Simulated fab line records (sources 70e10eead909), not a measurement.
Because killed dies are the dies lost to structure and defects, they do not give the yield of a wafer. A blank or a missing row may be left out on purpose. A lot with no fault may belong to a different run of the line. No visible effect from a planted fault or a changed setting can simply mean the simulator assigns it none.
fab line records	flow nandHarc	part 1 of 2: steps 1 to 31 of 41
record lots=5	wafers=15	lastDay=21
route steps=1159 shown P_STI@90 P_GATE@110
lots that met no fault: taken from a fault-free run of the same line
startH: start of the lot's first displayed wafer, in hours after the record's first day	waitH: hours since the lot's step before	" unchanged from the row above	L1.1+2: one row covering several wafers at once	- value missing, or start not given	* or withheld: withheld	< > ~ a bound
route shown NAME@n: NAME is a module with steps in the file, n the number in the route of the first one	usual: mean/standard deviation taken from wafers without a fault	same: alike in all rows	chamber/n: place in a boat	sites: per-site readings	_std_site: how widely they spread, as a standard deviation	_edge_site: outer sites' mean less inner sites'	radiusMm: how far each site lies from the wafer's centre	mask NAME#n: copy n	behind: the tool/chamber that last shaped the wafer	hold: why the lot was held/for how many hours/how that ended	device: the transistor (n, p or np) that didn't switch	end of line: at the end of the route, the tests of the same wafers	a step without rows: its recipe alone	killed: dies that structure and defects cost at the first sort, which is not the same as the wafer's yield	map: per-die view of a wafer (x killed, . not killed, _ where there is no die)
set.NAME: setting as actually run; set.NAME@STEP: the setting as run at that earlier step	model.NAME: the simulator's own value behind a step, which no gauge read
lots at selected steps of the route; one table per step, one row per wafer
services: a tool's chamber out of use, with start hour (startH, from the record's first day; less than 0 if before it), hours out, and reason
## steps
# step NHARC_P_STI_ETCH_15
# recipe targetDepthA=3000	taperDeg=4	timeS=100.1	hbrFlowSccm=150	cl2FlowSccm=50	rfW=400	icpW=400	biasW=100	chemistry=HBr/Cl2
# usual drypumpMotorCurrentA=6.0/0.41	hbrFlowSccm=150.0/0.47	oesProductAu=1.004/0.01	throttleValvePct=26.407/0.0088
lot.wafer	tool	chamber	startH	waitH	drypumpMotorCurrentA	hbrFlowSccm	oesProductAu	rfHoursCounterH	throttleValvePct
L074.4	rieSi-05	1	35.98	-	6.4	150.0	1.004	1.1	26.419
L074.1	"	0	"	"	6.2	149.6	0.995	1.0	26.411
L074.6	"	2	"	"	6.2	150.3	0.995	-	26.412
L076.4	rieSi-03	2	50.60	-	6.1	150.2	1.006	0.5	26.417
L076.2	"	0	"	"	5.6	149.6	0.991	0.5	26.399
L076.5	"	2	"	"	6.1	149.7	1.013	-	26.406
L083.3	rieSi-01	3	91.89	-	5.9	150.2	1.022	0.9	26.412
L083.4	"	0	"	"	5.8	149.9	1.013	0.9	26.411
L083.5	"	3	"	"	5.9	149.3	1.005	-	26.394
L086.4	rieSi-05	0	108.26	-	6.2	149.8	0.993	0.2	26.407
L086.1	"	2	"	"	6.2	150.3	0.987	0.3	26.407
L086.6	"	1	"	"	6.5	150.3	0.990	-	26.408
L087.1	rieSi-05	1	113.71	-	6.5	149.2	1.001	0.3	26.386
L087.3	"	2	"	"	6.2	150.7	0.995	0.3	26.409
L087.2	"	0	"	"	6.2	149.7	1.007	0.3	26.398
# step NHARC_P_STI_CD_MEAS_16
# usual cdNm=199/3.5
lot.wafer	tool	chamber	startH	waitH	cdNm
L074.1	cdSem-02	-	36.14	-	197
L074.4	"	-	"	"	199
L074.6	"	-	"	"	199
L076.2	cdSem-03	-	50.76	-	204
L076.4	"	-	"	"	199
L076.5	"	-	"	"	202
L083.3	cdSem-03	-	92.04	-	204
L083.4	"	-	"	"	196
L083.5	"	-	"	"	197
L086.1	cdSem-01	-	108.43	-	198
L086.4	"	-	"	"	198
L086.6	"	-	"	"	200
L087.1	cdSem-02	-	113.87	-	204
L087.2	"	-	"	"	203
L087.3	"	-	"	"	199
# step NHARC_P_STI_OCD_MEAS_17
# usual trenchDepthNm=302/4.6	trenchFootCdNm=157/3.4
lot.wafer	tool	chamber	startH	waitH	trenchDepthNm	trenchFootCdNm
L074.1	ocd-02	-	36.23	0.1	299	154
L074.4	"	-	"	"	300	157
L074.6	"	-	"	"	297	157
L076.2	ocd-01	-	50.85	0.1	298	164
L076.4	"	-	"	"	306	154
L076.5	"	-	"	"	305	159
L083.3	ocd-02	-	92.13	0.1	307	161
L083.4	"	-	"	"	307	153
L083.5	"	-	"	"	307	156
L086.1	ocd-02	-	108.51	0.1	296	156
L086.4	"	-	"	"	299	159
L086.6	"	-	"	"	298	157
L087.1	ocd-02	-	113.96	0.1	299	160
L087.2	"	-	"	"	304	162
L087.3	"	-	"	"	297	158
# step NHARC_P_STI_STRIP_19
# recipe timeS=900	tempC=130	chemistry=SPM
lot.wafer	tool	chamber	startH	waitH
L074.1+4+6	wetBench-04	7,0,2	36.29	0.1
L076.4+2+5	wetBench-07	6,7,1	50.92	0.1
L083.3+4+5	wetBench-07	6,7,1	92.18	0.1
L086.1+6+4	wetBench-02	2,3,4	108.58	0.1
L087.3+2+1	wetBench-02	7,0,1	114.03	0.1
# step NHARC_P_STI_PRECLEAN_32
# recipe timeS=*	tempC=50	bathAgeMin=0	chemistry=SC1
lot.wafer	tool	chamber	startH	waitH
L074.1+4+6	wetBench-04	7,0,2	-	-
L076.4+2+5	wetBench-07	6,7,1	-	-
L083.3+4+5	wetBench-07	6,7,1	-	-
L086.1+6+4	wetBench-02	2,3,4	-	-
L087.3+2+1	wetBench-02	7,0,1	-	-
# step NHARC_P_STI_SRD_23
lot.wafer	tool	chamber	startH	waitH
L074.1+4+6	wetBench-04	7,0,2	-	-
L076.4+2+5	wetBench-07	6,7,1	-	-
L083.3+4+5	wetBench-07	6,7,1	-	-
L086.1+6+4	wetBench-02	2,3,4	-	-
L087.3+2+1	wetBench-02	7,0,1	-	-
# step NHARC_P_STI_OCD_MEAS_43
# usual trenchDepthNm=302/4.6	trenchFootCdNm=157/3.4
lot.wafer	tool	chamber	startH	waitH	trenchDepthNm	trenchFootCdNm
L074.1	ocd-01	-	36.74	-	299	154
L074.4	"	-	"	"	300	157
L074.6	"	-	"	"	297	158
L076.2	ocd-02	-	51.38	-	298	163
L076.4	"	-	"	"	306	155
L076.5	"	-	"	"	305	158
L083.3	ocd-02	-	92.64	-	307	161
L083.4	"	-	"	"	306	153
L083.5	"	-	"	"	306	155
L086.1	ocd-01	-	109.03	-	297	156
L086.4	"	-	"	"	300	158
L086.6	"	-	"	"	298	157
L087.1	ocd-01	-	114.47	-	299	159
L087.2	"	-	"	"	304	161
L087.3	"	-	"	"	297	158
# step NHARC_P_STI_OXIDE_33
# recipe targetThkA=100	tempC=1000	oxTimeS=281	material=SiO2
# usual spikeTcBottomC=1021/3.5	zonePowerTopPct=42/3.9
lot.wafer	tool	chamber	startH	waitH	spikeTcBottomC	zonePowerTopPct
L074.1	furnace-05	0	40.87	4.1	1024	44
L074.4	"	0	"	"	1024	44
L074.6	"	0	"	"	1023	45
L076.2	furnace-05	0	57.69	6.3	1025	45
L076.4	"	0	"	"	1022	45
L076.5	"	0	"	"	1025	45
L083.3	furnace-05	0	97.12	4.5	1024	45
L083.4	"	0	"	"	1021	45
L083.5	"	0	"	"	1023	45
L086.1	furnace-05	0	114.23	5.2	1024	45
L086.4	"	0	"	"	1022	45
L086.6	"	0	"	"	1023	45
L087.1	furnace-05	0	118.60	4.1	1023	45
L087.2	"	0	"	"	1023	44
L087.3	"	0	"	"	1023	45
# step NHARC_P_STI_HDPCVD_20
# recipe targetThkA=withheld	sigmaOpenFrac=withheld	material=SiO2
lot.wafer	tool	chamber	startH	waitH
L074.1+4+6	hdpcvd-01	0,1,1	45.70	0.5
L076.2+4+5	hdpcvd-01	0,1,1	62.45	0.5
L083.4+3+5	hdpcvd-01	0,1,0	101.96	0.5
L086.1+4+6	hdpcvd-01	0	124.56	6.0
L087.2+1+3	hdpcvd-01	1,0,1	124.97	2.0
# step NHARC_P_STI_ANNEAL_34
# recipe tempC=1000	timeS=1800
# usual spikeTcBottomC=1021/3.2	zonePowerTopPct=42/3.4
lot.wafer	tool	chamber	startH	waitH	spikeTcBottomC	zonePowerTopPct
L074.1	furnace-06	0	49.91	4.1	1021	42
L074.4	"	0	"	"	1020	42
L074.6	"	0	"	"	1021	43
L076.2	furnace-06	0	67.51	5.0	1019	43
L076.4	"	0	"	"	1019	42
L076.5	"	0	"	"	1023	42
L083.3	furnace-05	0	105.99	3.9	1023	44
L083.4	"	0	"	"	1025	45
L083.5	"	0	"	"	1023	45
L086.1	furnace-05	0	128.19	3.5	1022	45
L086.4	"	0	"	"	1023	45
L086.6	"	0	"	"	1025	45
L087.1	furnace-05	0	128.19	3.1	1021	45
L087.2	"	0	"	"	1022	45
L087.3	"	0	"	"	1022	44
# step NHARC_P_STI_CMP_21
# recipe tOverpolishS=20	targetThkNm=380.67
# usual motorCurrentA=11.9/1	overpolishRunS=20.000/0.0084	slurryFlowMlMin=150.1/0.46
lot.wafer	tool	chamber	startH	waitH	motorCurrentA	overpolishRunS	slurryFlowMlMin
L074.4	cmp-02	1	54.76	0.4	14.1	19.988	149.7
L074.1	"	2	"	"	10.8	19.991	150.9
L074.6	"	0	"	"	12.5	19.989	150.2
L076.2	cmp-03	3	72.41	0.4	11.2	19.991	149.7
L076.4	"	1	"	"	10.5	19.993	150.2
L076.5	"	0	"	"	12.1	19.986	150.5
L083.4	cmp-02	2	110.91	0.4	10.8	20.004	149.7
L083.3	"	0	"	"	13.3	19.997	150.2
L083.5	"	3	"	"	12.4	19.997	149.2
L087.1	cmp-04	1	133.06	0.4	12.6	20.014	149.5
L087.3	"	2	"	"	11.8	19.996	150.4
L087.2	"	3	"	"	12.5	20.018	149.9
L086.1	cmp-02	2	133.18	0.5	10.8	20.004	150.3
L086.4	"	0	"	"	12.9	20.005	149.3
L086.6	"	1	"	"	13.2	20.000	149.8
# step NHARC_P_STI_SRD_35
lot.wafer	tool	chamber	startH	waitH
L074.1+6+4	wetBench-02	4,6,1	55.04	0.0
L076.5+2+4	wetBench-07	1,2,3	72.73	0.0
L083.5+3+4	wetBench-02	0,1,3	111.21	0.0
L087.3+1+2	wetBench-04	4,6,7	133.33	0.0
L086.4+1+6	wetBench-07	3,5,0	133.46	0.0
# step NHARC_P_STI_ETCH_36
# recipe targetDepthA=388	chemistry=dHF	material=SiO2
lot.wafer	tool	chamber	startH	waitH
L074.1+6+4	wetBench-02	4,6,1	55.06	0.0
L076.5+2+4	wetBench-07	1,2,3	72.75	0.0
L083.5+3+4	wetBench-02	0,1,3	111.24	0.0
L087.3+1+2	wetBench-04	4,6,7	133.36	0.0
L086.4+1+6	wetBench-07	3,5,0	133.49	0.0
# step NHARC_P_STI_STRIP_24
# recipe tempC=160	chemistry=H3PO4	material=Si3N4
lot.wafer	tool	chamber	startH	waitH
L074.1+6+4	wetBench-02	4,6,1	55.07	0.0
L076.5+2+4	wetBench-07	1,2,3	72.77	0.0
L083.5+3+4	wetBench-02	0,1,3	111.25	0.0
L087.3+1+2	wetBench-04	4,6,7	133.37	0.0
L086.4+1+6	wetBench-07	3,5,0	133.50	0.0
# step NHARC_P_STI_ETCH_37
# recipe targetDepthA=110	chemistry=dHF	material=SiO2
lot.wafer	tool	chamber	startH	waitH
L074.1+6+4	wetBench-02	4,6,1	-	-
L076.5+2+4	wetBench-07	1,2,3	-	-
L083.5+3+4	wetBench-02	0,1,3	-	-
L087.3+1+2	wetBench-04	4,6,7	-	-
L086.4+1+6	wetBench-07	3,5,0	-	-
# step NHARC_P_STI_PRECLEAN_38
# recipe timeS=*	tempC=50	bathAgeMin=0	chemistry=SC1
lot.wafer	tool	chamber	startH	waitH
L074.1+6+4	wetBench-02	4,6,1	-	-
L076.5+2+4	wetBench-07	1,2,3	-	-
L083.5+3+4	wetBench-02	0,1,3	-	-
L087.3+1+2	wetBench-04	4,6,7	-	-
L086.4+1+6	wetBench-07	3,5,0	-	-
# step NHARC_P_STI_SRD_39
lot.wafer	tool	chamber	startH	waitH
L074.1+6+4	wetBench-02	4,6,1	-	-
L076.5+2+4	wetBench-07	1,2,3	-	-
L083.5+3+4	wetBench-02	0,1,3	-	-
L087.3+1+2	wetBench-04	4,6,7	-	-
L086.4+1+6	wetBench-07	3,5,0	-	-
# step NHARC_P_STI_OXIDE_40
# recipe targetThkA=100	tempC=900	oxTimeS=1362	material=SiO2
# usual spikeTcBottomC=918/3.4	zonePowerTopPct=33/3.3
lot.wafer	tool	chamber	startH	waitH	spikeTcBottomC	zonePowerTopPct
L074.1	furnace-06	0	59.17	-	922	36
L074.4	"	0	"	"	920	36
L074.6	"	0	"	"	919	36
L076.2	furnace-01	0	79.63	-	916	30
L076.4	"	0	"	"	915	30
L076.5	"	0	"	"	916	30
L083.3	furnace-01	0	118.52	-	917	30
L083.4	"	0	"	"	914	30
L083.5	"	0	"	"	916	30
L086.1	furnace-01	0	137.74	-	915	30
L086.4	"	0	"	"	914	30
L086.6	"	0	"	"	916	30
L087.1	furnace-01	0	137.74	-	915	30
L087.2	"	0	"	"	914	30
L087.3	"	0	"	"	916	30
# step NHARC_P_STI_INSPECT_25
# usual rawDefectCount=215/73
lot.wafer	tool	chamber	startH	waitH	rawDefectCount
L074.1	defectInspect-01	-	63.28	0.4	344
L074.4	"	-	"	"	298
L074.6	"	-	"	"	292
L076.2	defectInspect-02	-	83.75	0.4	161
L076.4	"	-	"	"	206
L076.5	"	-	"	"	174
L083.3	defectInspect-02	-	122.63	0.4	276
L083.4	"	-	"	"	286
L083.5	"	-	"	"	210
L087.1	defectInspect-01	-	141.82	0.4	123
L087.2	"	-	"	"	263
L087.3	"	-	"	"	153
L086.1	defectInspect-02	-	141.84	0.4	339
L086.4	"	-	"	"	235
L086.6	"	-	"	"	229
# step NHARC_P_GATE_ETCH_69
# recipe targetDepthA=140	chemistry=dHF	material=SiO2
lot.wafer	tool	chamber	startH	waitH
L074.1+4+6	wetBench-09	5,6,7	63.33	0.1
L076.4+5+2	wetBench-09	5,7,2	83.80	0.0
L083.5+4+3	wetBench-03	4,5,6	122.73	0.1
L087.3+2+1	wetBench-03	4,6,0	141.87	0.0
L086.4+1+6	wetBench-09	3,7,0	141.90	0.1
# step NHARC_P_GATE_PRECLEAN_70
# recipe timeS=*	tempC=50	bathAgeMin=0	chemistry=SC1
lot.wafer	tool	chamber	startH	waitH
L074.1+4+6	wetBench-09	5,6,7	63.43	0.1
L076.4+5+2	wetBench-09	5,7,2	83.92	0.1
L083.5+4+3	wetBench-03	4,5,6	122.78	0.0
L087.3+2+1	wetBench-03	4,6,0	141.97	0.1
L086.4+1+6	wetBench-09	3,7,0	142.01	0.1
# step NHARC_P_GATE_SRD_01
lot.wafer	tool	chamber	startH	waitH
L074.1+4+6	wetBench-09	5,6,7	-	-
L076.4+5+2	wetBench-09	5,7,2	-	-
L083.5+4+3	wetBench-03	4,5,6	-	-
L087.3+2+1	wetBench-03	4,6,0	-	-
L086.4+1+6	wetBench-09	3,7,0	-	-
# step NHARC_P_GATE_OXIDE_02
# recipe targetThkA=375	tempC=950	pH2oTorr=720	oxTimeS=365	material=SiO2
# usual spikeTcBottomC=966.3/2.6	zonePowerTopPct=36/3
lot.wafer	tool	chamber	startH	waitH	spikeTcBottomC	zonePowerTopPct
L074.1	furnace-07	0	67.36	-	964.9	34
L074.4	"	0	"	"	964.1	33
L074.6	"	0	"	"	963.6	34
L076.2	furnace-08	0	87.05	-	966.3	40
L076.4	"	0	"	"	966.9	40
L076.5	"	0	"	"	968.0	40
L083.3	furnace-08	0	125.91	-	966.8	40
L083.4	"	0	"	"	966.4	40
L083.5	"	0	"	"	966.8	40
L086.1	furnace-07	0	144.98	-	964.4	34
L086.4	"	0	"	"	966.2	34
L086.6	"	0	"	"	964.3	34
L087.1	furnace-07	0	144.98	-	963.4	34
L087.2	"	0	"	"	964.7	34
L087.3	"	0	"	"	963.6	34
# step NHARC_P_GATE_DEHYDRATE_03
# recipe tempC=150	timeS=120
# usual exhaustPa=45.2/0.73	heaterPowerTotalW=182.4/1.3
lot.wafer	tool	chamber	startH	waitH	exhaustPa	heaterPowerTotalW
L074.1	lithoTrack-03	0	71.98	0.4	44.8	182.3
L074.4	"	0	"	"	44.2	183.1
L074.6	"	0	"	"	45.4	181.9
L076.2	lithoTrack-02	0	91.75	0.4	45.3	184.8
L076.4	"	0	"	"	44.9	183.2
L076.5	"	0	"	"	45.9	181.0
L083.3	lithoTrack-02	0	130.47	0.4	45.3	183.6
L083.4	"	0	"	"	45.4	181.9
L083.5	"	0	"	"	43.8	184.8
L086.1	lithoTrack-05	0	149.59	0.4	45.2	181.1
L086.4	"	0	"	"	45.0	180.8
L086.6	"	0	"	"	44.3	181.1
L087.1	lithoTrack-03	0	149.59	0.4	45.9	182.0
L087.2	"	0	"	"	44.4	181.8
L087.3	"	0	"	"	46.5	180.6
# step NHARC_P_GATE_HMDS_04
# recipe timeS=30
# usual exhaustPa=45.0/0.96
lot.wafer	tool	chamber	startH	waitH	exhaustPa
L074.1	lithoTrack-03	0	-	-	43.9
L074.4	"	0	"	"	45.4
L074.6	"	0	"	"	44.1
L076.2	lithoTrack-02	0	-	-	44.0
L076.4	"	0	"	"	45.7
L076.5	"	0	"	"	46.4
L083.3	lithoTrack-02	0	-	-	45.1
L083.4	"	0	"	"	45.4
L083.5	"	0	"	"	45.3
L086.1	lithoTrack-05	0	-	-	42.6
L086.4	"	0	"	"	44.5
L086.6	"	0	"	"	42.9
L087.1	lithoTrack-03	0	-	-	44.7
L087.2	"	0	"	"	44.3
L087.3	"	0	"	"	44.9
# step NHARC_P_GATE_COAT_05
# recipe spinRpm=4690
# usual exhaustPa=45.0/0.92
lot.wafer	tool	chamber	startH	waitH	exhaustPa
L074.1	lithoTrack-03	0	-	-	44.9
L074.4	"	0	"	"	46.3
L074.6	"	0	"	"	45.2
L076.2	lithoTrack-02	0	-	-	46.0
L076.4	"	0	"	"	46.7
L076.5	"	0	"	"	46.2
L083.3	lithoTrack-02	0	-	-	44.6
L083.4	"	0	"	"	43.4
L083.5	"	0	"	"	42.5
L086.1	lithoTrack-05	0	-	-	45.0
L086.4	"	0	"	"	45.4
L086.6	"	0	"	"	46.4
L087.1	lithoTrack-03	0	-	-	46.0
L087.2	"	0	"	"	45.0
L087.3	"	0	"	"	46.2
# step NHARC_P_GATE_SOFTBAKE_06
# recipe tempC=122	timeS=95
# usual exhaustPa=44.8/0.9	heaterPowerTotalW=160.1/0.48
lot.wafer	tool	chamber	startH	waitH	exhaustPa	heaterPowerTotalW
L074.1	lithoTrack-03	0	-	-	43.8	160.7
L074.4	"	0	"	"	44.0	159.8
L074.6	"	0	"	"	42.9	160.6
L076.2	lithoTrack-02	0	-	-	43.9	160.6
L076.4	"	0	"	"	42.6	159.7
L076.5	"	0	"	"	44.5	160.3
L083.3	lithoTrack-02	0	-	-	45.3	160.7
L083.4	"	0	"	"	45.3	160.5
L083.5	"	0	"	"	45.2	159.9
L086.1	lithoTrack-05	0	-	-	44.4	160.5
L086.4	"	0	"	"	45.3	159.9
L086.6	"	0	"	"	45.2	160.6
L087.1	lithoTrack-03	0	-	-	44.7	160.2
L087.2	"	0	"	"	44.4	159.9
L087.3	"	0	"	"	44.4	160.7
# step NHARC_P_GATE_EBR_07
# usual exhaustPa=44.9/0.95
lot.wafer	tool	chamber	startH	waitH	exhaustPa
L074.1	lithoTrack-03	0	-	-	43.0
L074.4	"	0	"	"	43.2
L074.6	"	0	"	"	42.4
L076.2	lithoTrack-02	0	-	-	46.3
L076.4	"	0	"	"	46.7
L076.5	"	0	"	"	45.5
L083.3	lithoTrack-02	0	-	-	44.2
L083.4	"	0	"	"	45.3
L083.5	"	0	"	"	44.2
L086.1	lithoTrack-05	0	-	-	45.4
L086.4	"	0	"	"	45.0
L086.6	"	0	"	"	45.3
L087.1	lithoTrack-03	0	-	-	44.5
L087.2	"	0	"	"	44.4
L087.3	"	0	"	"	44.2
# step NHARC_P_GATE_EXPOSE_08
# recipe na=0.6	doseMj=16.75	maskId=P_HV
# usual exposureDoseMJCm2=16.752/0.015	focusOffsetNm=0.0/0.51
lot.wafer	tool	chamber	startH	waitH	mask	exposureDoseMJCm2	focusOffsetNm
L074.1	krfScanner-02	0	72.25	-	P_HV#0	16.739	0.2
L074.4	"	0	"	"	P_HV#0	16.745	0.5
L074.6	"	0	"	"	P_HV#0	16.752	0.2
L076.2	krfScanner-04	0	92.02	-	P_HV#0	16.771	-0.5
L076.4	"	0	"	"	P_HV#0	16.772	0.2
L076.5	"	0	"	"	P_HV#0	16.743	-0.4
L083.3	krfScanner-03	0	130.63	-	P_HV#0	16.760	-0.9
L083.4	"	0	"	"	P_HV#0	16.750	0.1
L083.5	"	0	"	"	P_HV#0	16.759	0.1
L086.1	krfScanner-04	0	149.90	-	P_HV#0	16.742	-0.5
L086.4	"	0	"	"	P_HV#0	16.745	-0.3
L086.6	"	0	"	"	P_HV#0	16.756	-0.8
L087.1	krfScanner-04	0	149.93	-	P_HV#0	16.780	-0.8
L087.2	"	0	"	"	P_HV#0	16.773	-0.7
L087.3	"	0	"	"	P_HV#0	16.764	0.0
# step NHARC_P_GATE_PEB_09
# recipe pebTempC=118	pebTimeS=85
# usual exhaustPa=45.1/0.9	heaterPowerTotalW=163.95/0.26
lot.wafer	tool	chamber	startH	waitH	exhaustPa	heaterPowerTotalW
L074.1	lithoTrack-05	0	72.32	0.1	46.3	164.05
L074.4	"	0	"	"	47.0	164.29
L074.6	"	0	"	"	45.8	163.70
L076.2	lithoTrack-03	0	92.09	0.1	44.5	164.38
L076.4	"	0	"	"	45.6	163.70
L076.5	"	0	"	"	44.1	164.14
L083.3	lithoTrack-05	0	130.68	0.1	44.8	163.68
L083.4	"	0	"	"	45.3	163.61
L083.5	"	0	"	"	45.6	163.65
L086.1	lithoTrack-02	0	149.96	0.1	44.7	164.25
L086.4	"	0	"	"	44.8	163.70
L086.6	"	0	"	"	46.1	164.01
L087.1	lithoTrack-03	0	150.00	0.1	45.8	164.23
L087.2	"	0	"	"	45.9	164.19
L087.3	"	0	"	"	44.1	164.23
# step NHARC_P_GATE_DEVELOP_10
# recipe timeS=70
# usual exhaustPa=45.1/0.79
lot.wafer	tool	chamber	startH	waitH	exhaustPa
L074.1	lithoTrack-05	0	-	-	44.7
L074.4	"	0	"	"	45.7
L074.6	"	0	"	"	44.6
L076.2	lithoTrack-03	0	-	-	44.6
L076.4	"	0	"	"	45.6
L076.5	"	0	"	"	44.5
L083.3	lithoTrack-05	0	-	-	44.8
L083.4	"	0	"	"	43.6
L083.5	"	0	"	"	45.4
L086.1	lithoTrack-02	0	-	-	47.0
L086.4	"	0	"	"	46.2
L086.6	"	0	"	"	45.0
L087.1	lithoTrack-03	0	-	-	45.3
L087.2	"	0	"	"	43.8
L087.3	"	0	"	"	44.5
